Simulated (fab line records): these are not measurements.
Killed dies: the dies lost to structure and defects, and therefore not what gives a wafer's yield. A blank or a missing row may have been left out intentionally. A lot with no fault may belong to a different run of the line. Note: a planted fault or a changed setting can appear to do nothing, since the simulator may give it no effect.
Lot-split experiment :: flow n5Finfet :: route with 1938 steps; 7 lots, 39 wafers read

ON THE SPLIT
At N5_GATE_CUT_ALD_22 (deposits SiNx, target thk 16 nm, pulse time 1 s, ald cycles 320), the setting aldCycles was moved away from the recipe's 320 on 18 of the 39 wafers read, by -54.7% to +60.0%. For the rest of the wafers, this setting stayed at what the recipe calls for.

The reading comes from the split's own step.

THE READING
SiNx_of_GATE_CUT_ALD_22.thkNm (the simulator's own value, which no gauge read), in nm, at N5_GATE_CUT_ALD_22 (deposits SiNx, target thk 16 nm, pulse time 1 s, ald cycles 320). The file gives no usual value for it. The 21 wafers here that ran the recipe average 16.0 nm, standard deviation 0.059 nm.

wafer: L076.1
tool, chamber at the split: aldSin-02, 0,2,1
aldCycles as run: 320
against the recipe: recipe
SiNx_of_GATE_CUT_ALD_22.thkNm, nm: 16
against lot-mates on the recipe: -

wafer: L076.2
tool, chamber at the split: aldSin-02, 0,2,1
aldCycles as run: 320
against the recipe: recipe
SiNx_of_GATE_CUT_ALD_22.thkNm, nm: 16
against lot-mates on the recipe: -

wafer: L076.4
tool, chamber at the split: aldSin-02, 0,2,1
aldCycles as run: 320
against the recipe: recipe
SiNx_of_GATE_CUT_ALD_22.thkNm, nm: 16
against lot-mates on the recipe: -

wafer: L076.3
tool, chamber at the split: aldSin-02, 1,0,2
aldCycles as run: 512
against the recipe: +60.0%
SiNx_of_GATE_CUT_ALD_22.thkNm, nm: 25.6
against lot-mates on the recipe: +9.6

wafer: L076.5
tool, chamber at the split: aldSin-02, 1,0,2
aldCycles as run: 512
against the recipe: +60.0%
SiNx_of_GATE_CUT_ALD_22.thkNm, nm: 25.6
against lot-mates on the recipe: +9.6

wafer: L076.6
tool, chamber at the split: aldSin-02, 1,0,2
aldCycles as run: 512
against the recipe: +60.0%
SiNx_of_GATE_CUT_ALD_22.thkNm, nm: 25.6
against lot-mates on the recipe: +9.6

wafer: L078.1
tool, chamber at the split: aldSin-02, 0,1,1
aldCycles as run: 375
against the recipe: +17.2%
SiNx_of_GATE_CUT_ALD_22.thkNm, nm: 18.8
against lot-mates on the recipe: +2.8

wafer: L078.2
tool, chamber at the split: aldSin-02, 0,1,1
aldCycles as run: 375
against the recipe: +17.2%
SiNx_of_GATE_CUT_ALD_22.thkNm, nm: 18.8
against lot-mates on the recipe: +2.8

wafer: L078.6
tool, chamber at the split: aldSin-02, 0,1,1
aldCycles as run: 375
against the recipe: +17.2%
SiNx_of_GATE_CUT_ALD_22.thkNm, nm: 18.8
against lot-mates on the recipe: +2.8

wafer: L078.3
tool, chamber at the split: aldSin-02, 2,2,0
aldCycles as run: 320
against the recipe: recipe
SiNx_of_GATE_CUT_ALD_22.thkNm, nm: 16
against lot-mates on the recipe: -

wafer: L078.4
tool, chamber at the split: aldSin-02, 2,2,0
aldCycles as run: 320
against the recipe: recipe
SiNx_of_GATE_CUT_ALD_22.thkNm, nm: 16
against lot-mates on the recipe: -

wafer: L078.5
tool, chamber at the split: aldSin-02, 2,2,0
aldCycles as run: 320
against the recipe: recipe
SiNx_of_GATE_CUT_ALD_22.thkNm, nm: 16
against lot-mates on the recipe: -

wafer: L083.1
tool, chamber at the split: aldSin-03, 2
aldCycles as run: 408
against the recipe: +27.5%
SiNx_of_GATE_CUT_ALD_22.thkNm, nm: 20.6
against lot-mates on the recipe: +4.6

wafer: L083.2
tool, chamber at the split: aldSin-03, 3,0
aldCycles as run: 408
against the recipe: +27.5%
SiNx_of_GATE_CUT_ALD_22.thkNm, nm: 20.4
against lot-mates on the recipe: +4.4

wafer: L083.4
tool, chamber at the split: aldSin-03, 3,0
aldCycles as run: 408
against the recipe: +27.5%
SiNx_of_GATE_CUT_ALD_22.thkNm, nm: 20.4
against lot-mates on the recipe: +4.4

wafer: L083.3
tool, chamber at the split: aldSin-03, 1,0,1
aldCycles as run: 320
against the recipe: recipe
SiNx_of_GATE_CUT_ALD_22.thkNm, nm: 16
against lot-mates on the recipe: -

wafer: L083.5
tool, chamber at the split: aldSin-03, 1,0,1
aldCycles as run: 320
against the recipe: recipe
SiNx_of_GATE_CUT_ALD_22.thkNm, nm: 16
against lot-mates on the recipe: -

wafer: L083.6
tool, chamber at the split: aldSin-03, 1,0,1
aldCycles as run: 320
against the recipe: recipe
SiNx_of_GATE_CUT_ALD_22.thkNm, nm: 16
against lot-mates on the recipe: -

wafer: L087.1
tool, chamber at the split: aldSin-03, 2,0,0
aldCycles as run: 320
against the recipe: recipe
SiNx_of_GATE_CUT_ALD_22.thkNm, nm: 16
against lot-mates on the recipe: -

wafer: L087.4
tool, chamber at the split: aldSin-03, 2,0,0
aldCycles as run: 320
against the recipe: recipe
SiNx_of_GATE_CUT_ALD_22.thkNm, nm: 16
against lot-mates on the recipe: -

wafer: L087.6
tool, chamber at the split: aldSin-03, 2,0,0
aldCycles as run: 320
against the recipe: recipe
SiNx_of_GATE_CUT_ALD_22.thkNm, nm: 16
against lot-mates on the recipe: -

wafer: L093.1
tool, chamber at the split: aldSin-04, 2,0,1
aldCycles as run: 156
against the recipe: -51.2%
SiNx_of_GATE_CUT_ALD_22.thkNm, nm: 7.8
against lot-mates on the recipe: -8.1

wafer: L093.3
tool, chamber at the split: aldSin-04, 2,0,1
aldCycles as run: 156
against the recipe: -51.2%
SiNx_of_GATE_CUT_ALD_22.thkNm, nm: 7.8
against lot-mates on the recipe: -8.1

wafer: L093.5
tool, chamber at the split: aldSin-04, 2,0,1
aldCycles as run: 156
against the recipe: -51.2%
SiNx_of_GATE_CUT_ALD_22.thkNm, nm: 7.8
against lot-mates on the recipe: -8.1

wafer: L093.2
tool, chamber at the split: aldSin-04, 1,3
aldCycles as run: 320
against the recipe: recipe
SiNx_of_GATE_CUT_ALD_22.thkNm, nm: 16
against lot-mates on the recipe: -

wafer: L093.4
tool, chamber at the split: aldSin-04, 1,3
aldCycles as run: 320
against the recipe: recipe
SiNx_of_GATE_CUT_ALD_22.thkNm, nm: 16
against lot-mates on the recipe: -

wafer: L093.6
tool, chamber at the split: aldSin-04, 2
aldCycles as run: 320
against the recipe: recipe
SiNx_of_GATE_CUT_ALD_22.thkNm, nm: 15.8
against lot-mates on the recipe: -

wafer: L095.1
tool, chamber at the split: aldSin-03, 0
aldCycles as run: 320
against the recipe: recipe
SiNx_of_GATE_CUT_ALD_22.thkNm, nm: 15.8
against lot-mates on the recipe: -

wafer: L095.2
tool, chamber at the split: aldSin-03, 3,1,2
aldCycles as run: 220
against the recipe: -31.2%
SiNx_of_GATE_CUT_ALD_22.thkNm, nm: 11
against lot-mates on the recipe: -4.9

wafer: L095.3
tool, chamber at the split: aldSin-03, 3,1,2
aldCycles as run: 220
against the recipe: -31.2%
SiNx_of_GATE_CUT_ALD_22.thkNm, nm: 11
against lot-mates on the recipe: -4.9

wafer: L095.4
tool, chamber at the split: aldSin-03, 3,1,2
aldCycles as run: 220
against the recipe: -31.2%
SiNx_of_GATE_CUT_ALD_22.thkNm, nm: 11
against lot-mates on the recipe: -4.9

wafer: L095.5
tool, chamber at the split: aldSin-03, 0,1
aldCycles as run: 320
against the recipe: recipe
SiNx_of_GATE_CUT_ALD_22.thkNm, nm: 16
against lot-mates on the recipe: -

wafer: L095.6
tool, chamber at the split: aldSin-03, 0,1
aldCycles as run: 320
against the recipe: recipe
SiNx_of_GATE_CUT_ALD_22.thkNm, nm: 16
against lot-mates on the recipe: -

wafer: L097.1
tool, chamber at the split: aldSin-04, 1,2,1
aldCycles as run: 145
against the recipe: -54.7%
SiNx_of_GATE_CUT_ALD_22.thkNm, nm: 7.2
against lot-mates on the recipe: -8.8

wafer: L097.2
tool, chamber at the split: aldSin-04, 1,2,1
aldCycles as run: 145
against the recipe: -54.7%
SiNx_of_GATE_CUT_ALD_22.thkNm, nm: 7.2
against lot-mates on the recipe: -8.8

wafer: L097.5
tool, chamber at the split: aldSin-04, 1,2,1
aldCycles as run: 145
against the recipe: -54.7%
SiNx_of_GATE_CUT_ALD_22.thkNm, nm: 7.2
against lot-mates on the recipe: -8.8

wafer: L097.3
tool, chamber at the split: aldSin-04, 3,0,2
aldCycles as run: 320
against the recipe: recipe
SiNx_of_GATE_CUT_ALD_22.thkNm, nm: 16
against lot-mates on the recipe: -

wafer: L097.4
tool, chamber at the split: aldSin-04, 3,0,2
aldCycles as run: 320
against the recipe: recipe
SiNx_of_GATE_CUT_ALD_22.thkNm, nm: 16
against lot-mates on the recipe: -

wafer: L097.6
tool, chamber at the split: aldSin-04, 3,0,2
aldCycles as run: 320
against the recipe: recipe
SiNx_of_GATE_CUT_ALD_22.thkNm, nm: 16
against lot-mates on the recipe: -
When a row names more than one chamber, that row covers several wafers, and the file does not tell which wafer ran in which chamber.

THE FIT
A straight line over all 39 wafers: SiNx_of_GATE_CUT_ALD_22.thkNm changes by +0.16 nm for each +1% of aldCycles; r = +1.00; the points scatter about the line by 0.058 nm.
The same after taking each lot's own level away (the mean of its wafers on the recipe; 39 wafers): +0.16 nm for each +1%; r = +1.00; scatter 0.058 nm.
The reading moves by 9.6 nm for the largest change in aldCycles, on that fit.
Across the lots, their own levels run from 15.93 to 16.00 nm, a range of 1.1 times the standard deviation given above.
The two slopes are in agreement: the lot-to-lot level therefore moves the slope only a little.
Check: +9.62 nm against its lot-mates is what the line predicts for one of the wafers moved furthest among these (+60.0%) when that wafer is left out of the fit. It came out at +9.6 nm against them.

ADDITIONAL SPLITS CARRIED BY THESE WAFERS
Before the reading, these wafers also passed through other splits. Each is held against what the fit with the lots' levels taken away leaves over:
other split on the same wafers: N5_ZERO_LAYER_ETCH_18 targetDepthA
wafers away from the commonest value: 15
r with SiNx_of_GATE_CUT_ALD_22.thkNm (lot level and that fit taken away): +0.05

THE WHOLE CHAIN: every reading that the file lists as answering this split, in the file's order
step: N5_GATE_CUT_ALD_22
what it does: deposits SiNx, target thk 16 nm, pulse time 1 s, ald cycles 320
reading: SiNx_of_GATE_CUT_ALD_22.thkNm (the simulator's own value, which no gauge read)
change (the file's fit): +0.16 nm for each +1% of the setting
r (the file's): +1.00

step: N5_GATE_CUT_CMP_23
what it does: polishes, stops on SiO2, t overpolish 23.4 s, target thk 16 nm
reading: SiNx_of_GATE_CUT_ALD_22.thkNm (the simulator's own value, which no gauge read)
change (the file's fit): not straight: 7.2 at the lowest setting, 15.98 at the recipe, 16.53 at the highest
r (the file's): not given

THE FILE'S OWN FIT
SiNx_of_GATE_CUT_ALD_22.thkNm changes by +0.16 nm for each +1% of aldCycles, r = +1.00.
